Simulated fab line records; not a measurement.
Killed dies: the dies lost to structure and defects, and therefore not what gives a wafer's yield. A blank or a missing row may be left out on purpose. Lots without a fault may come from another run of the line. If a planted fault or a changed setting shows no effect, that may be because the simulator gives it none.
Split-lot trial | flow n5 finfet | 21 wafers read from 7 lots, route of 1938 steps

## ABOUT THE SPLIT
At N5_BEOL_M8_ETCH_65 (etches SiARC in CF4, target depth 15.6 nm, time 26 s), the setting source w was moved away from the recipe's 545 W on 7 of the 21 wafers read, by -16.0% to +9.8%. For the rest of the wafers, this setting stayed at what the recipe calls for.

The reading comes from the split's own step.

## THE READING
rf vpp V, in V, at N5_BEOL_M8_ETCH_65 (etches SiARC in CF4, target depth 15.6 nm, time 26 s). A value of 183.6 V with a standard deviation of 1.1 V is what fault-free wafers of this fab line usually give.

wafer  | tool, chamber at the split | source w as run, W | against the recipe | rf vpp V, V | against lot-mates on the recipe
L076.2 | rie diel-05, 1             | 545                | recipe             | 181.3       | -
L076.4 | rie diel-05, 0             | 458                | -16.0%             | 196.3       | +15.0
L076.5 | rie diel-05, 1             | 458                | -16.0%             | 194.5       | +13.2
L083.3 | rie diel-06, 2             | 545                | recipe             | 184.4       | -
L083.4 | rie diel-06, 1             | 545                | recipe             | 184.4       | -
L083.5 | rie diel-06, 3             | 545                | recipe             | 183.5       | -
L086.1 | rie diel-05, 0             | 477.8              | -12.3%             | 192.8       | +9.2
L086.3 | rie diel-05, 2             | 545                | recipe             | 184.6       | -
L086.5 | rie diel-05, 3             | 545                | recipe             | 182.7       | -
L089.1 | rie diel-05, 2             | 598.4              | +9.8%              | 177.4       | -6.4
L089.3 | rie diel-05, 3             | 545                | recipe             | 183.8       | -
L089.4 | rie diel-05, 3             | 598.4              | +9.8%              | 178.2       | -5.6
L088.2 | rie diel-06, 3             | 545                | recipe             | 183.9       | -
L088.3 | rie diel-06, 1             | 545                | recipe             | 183.9       | -
L088.6 | rie diel-06, 1             | 545                | recipe             | 182.0       | -
L085.3 | rie diel-03, 0             | 496.9              | -8.8%              | 188.2       | +6.5
L085.4 | rie diel-03, 1             | 545                | recipe             | 181.7       | -
L085.5 | rie diel-03, 3             | 496.9              | -8.8%              | 189.5       | +7.8
L095.2 | rie diel-06, 0             | 545                | recipe             | 184.1       | -
L095.3 | rie diel-06, 2             | 545                | recipe             | 185.0       | -
L095.5 | rie diel-06, 0             | 545                | recipe             | 182.7       | -

THE FIT
A straight line over all 21 wafers: rf vpp V changes by -0.69 V for each +1% of source w; r = -0.97; the points scatter about the line by 1.2 V.
The same after taking each lot's own level away (the mean of its wafers on the recipe; 21 wafers): -0.786 V for each +1%; r = -0.98; scatter 1 V.
That fit puts the effect of the largest move of source w on the reading at 13 V.
Across the lots, their own levels run from 181.30 to 184.10 V, a range of 2.5 times the standard deviation given above.
Thus the slope moves with the lot-to-lot level: the two fits are different.
Check: with one of the wafers moved furthest among these (-16.0%) left out of the fit, the line predicts +12.1 V for it against its lot-mates. It came out at +15 V against them.
Tool readings at the split's step, against how far the setting was moved: etch rf on time s r = -0.97; rf vpp V r = -0.97.

## ADDITIONAL SPLITS CARRIED BY THESE WAFERS
Other splits were also applied to these wafers ahead of the reading. Each is held against what the fit with the lots' levels taken away leaves over:
other split on the same wafers   | wafers away from the commonest value | r with rf vpp V (lot level and that fit taken away)
N5_BEOL_M5_EXPOSE_25 dose mj     | 7                                    | +0.04
N5_BEOL_M6_ETCH_66 bias w        | 4                                    | -0.05
N5_BEOL_M6_TRENCH_ETCH_37 bias w | 7                                    | +0.06
N5_BEOL_M7_VIA_ETCH_34 source w  | 6                                    | +0.11
N5_BEOL_M7_ETCH_41 source w      | 5                                    | -0.07
N5_BEOL_M8_DESCUM_33 time s      | 7                                    | +0.37

## THE WHOLE CHAIN: every reading that the file lists as answering this split, in the file's order
step               | what it does                                         | reading           | change (the file's fit)              | r (the file's)
N5_BEOL_M8_ETCH_65 | etches SiARC in CF4, target depth 15.6 nm, time 26 s | etch rf on time s | withheld for each +1% of the setting | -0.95
N5_BEOL_M8_ETCH_65 | etches SiARC in CF4, target depth 15.6 nm, time 26 s | rf vpp V          | -0.793 V for each +1% of the setting | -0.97

## FILE'S OWN FIT
rf vpp V changes by -0.793 V for each +1% of source w, r = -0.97.
